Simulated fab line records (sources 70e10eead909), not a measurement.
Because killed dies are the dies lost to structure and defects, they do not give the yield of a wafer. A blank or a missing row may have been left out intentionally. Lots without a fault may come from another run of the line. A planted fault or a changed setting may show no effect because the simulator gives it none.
Chamber matching + flow nand_harc + 4 sister chambers for NHARC_A_BLC_STRIP_21 on rie_diel-04
The step strips in O2. 4 wafers are shown with their chamber, then 7 later ones without.

== WAFERS WITH THEIR CHAMBER ==
| wafer  | chamber | showerhead_plenum_p_Torr (Torr) |
|--------|---------|---------------------------------|
| L085.3 | 0       | 3.29                            |
| L086.5 | 2       | 3.42                            |
| L087.2 | 1       | 3.37                            |
| L087.3 | 3       | 3.62                            |

== WAFERS WHOSE CHAMBER IS MISSING ==
| wafer  | showerhead_plenum_p_Torr (Torr) |
|--------|---------------------------------|
| L087.5 | 3.62                            |
| L090.1 | 3.41                            |
| L090.2 | 3.62                            |
| L090.3 | 3.37                            |
| L093.2 | 3.29                            |
| L093.3 | 3.61                            |
| L093.6 | 3.29                            |

== CHAMBER TAKEN BY EACH ==
| wafer  | from the rows above | in truth |
|--------|---------------------|----------|
| L087.5 | 3                   | 3        |
| L090.1 | 2                   | 2        |
| L090.2 | 3                   | 3        |
| L090.3 | 1                   | 1        |
| L093.2 | 0                   | 0        |
| L093.3 | 3                   | 3        |
| L093.6 | 0                   | 0        |
Placed correctly: 7 of 7. Number that these rows cannot place: 0. Placed wrongly: 0.
How it was worked out, from the rows above alone: a wafer's distance from a chamber is the root of the sum, over the readings, of the square of ((its reading less the chamber's mean) divided by the reading's scatter). The wafer belongs to the nearest chamber; if the next one is less than 2 further off, it can't be placed. The mean given for a chamber averages the wafers shown for that chamber. The scatter: with one shown wafer a chamber, the root of the mean of the squares of how far each hidden wafer lies from its nearest shown one.
